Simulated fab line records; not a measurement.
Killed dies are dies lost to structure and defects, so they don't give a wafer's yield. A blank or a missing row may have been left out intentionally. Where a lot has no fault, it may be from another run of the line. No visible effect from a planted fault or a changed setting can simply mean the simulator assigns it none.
8D (eight disciplines) problem report, filled in by code -- flow nandHarc -- the parts of the form that need people (team, actions taken, sign-off) are left out

## 1. WHAT IS WRONG
At NHARC_A_ONON_D1_THK_MEAS_21, thkNm averages 1578 nm over 3 wafers from 2 lots, while fault-free wafers read 1001 nm, standard deviation 11. Measured from the usual mean, that is +52 standard deviations.
The step: measures by ellipsometry.
First observed at day 11 08:53: wafer L986.2, on filmMetro-01. At this step, 42 wafers from 14 lots have a number in the record. Rule for "out" (also "out of limits"): further than 4 standard deviations from the usual mean. All remaining wafers that have a number are taken as sound.

## 2. WHAT THIS IS AND IS NOT
question,is,is not
which readings at this step,thkNm,-
which lots,"L986, L989","L976, L977, L978, L980, L981, L982, L983, L984, L993, L995, L997, L999"
which wafers of those lots,"L986.2, L986.5, L989.2","L986.4, L989.1, L989.6"
read on which gauges,filmMetro-01,filmMetro-02
when,from day 11 08:53,"up to then (25 sound wafers); but 14 sound wafers of L989, L993, L995, L997, L999 came after"

## 3. SUSPECTS, AND WHAT RULES EACH OUT
Counting: a tool at a process step up to the reading stays a suspect if it ran every lot that is out. Sound lots after the first of them don't rule it out here, since some wafers of a struck lot are sound.
- the gauge at NHARC_A_ONON_D1_THK_MEAS_21 is ruled out. All the wafers that are out were read on filmMetro-01, but those of them that NHARC_END_SORT_01 has rows for are out there too, on other tools.
- pecvdOnon-03 at NHARC_A_ONON_D1_DEP_19 (target thk 1000 nm): kept. Every lot that is out went through it, the first being L986 (day 11 08:26); the last sound lot it ran before that was L984 (day 11 01:51).
Remaining after the count: pecvdOnon-03 at NHARC_A_ONON_D1_DEP_19.

## 4. THE CAUSE (what the simulator had put in)
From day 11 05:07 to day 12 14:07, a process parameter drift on pecvdOnon-03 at NHARC_A_ONON_D1_DEP_19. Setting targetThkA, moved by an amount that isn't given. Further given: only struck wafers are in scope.
The count eliminated every tool but this one.

## 5. THE EFFECT CHAIN, in route order
One row per reading whose mean, taken over the struck wafers that have a number, lies over 3 standard deviations from the usual. Only readings for which the record gives a usual standard deviation are gone through. hours: the time from each lot's start at the first step in this table that gives one to its start at this step, as a median over the lots. sigmas: the change in usual standard deviations.
hours,step,reading,usual,on struck wafers,change,sigmas
0,NHARC_A_ONON_D1_THK_MEAS_21,thkNm,1001 nm,1578,+577,+52
361,NHARC_END_SORT_01,killedAtArray,29,670,+641,+58
361,NHARC_END_SORT_01,killedDies,33,677,+644,+54

## 6. HOW IT WOULD HAVE BEEN CAUGHT EARLIER
In this record the first reading out of limits at a measuring or inspecting step was taken at day 11 08:53, 4 hours after the fault began at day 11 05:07.
Of the lots that are out (2), L989 began NHARC_A_ONON_D1_DEP_19 on pecvdOnon-03 after day 11 08:53. Had the tool been put on hold then, it would have been spared.
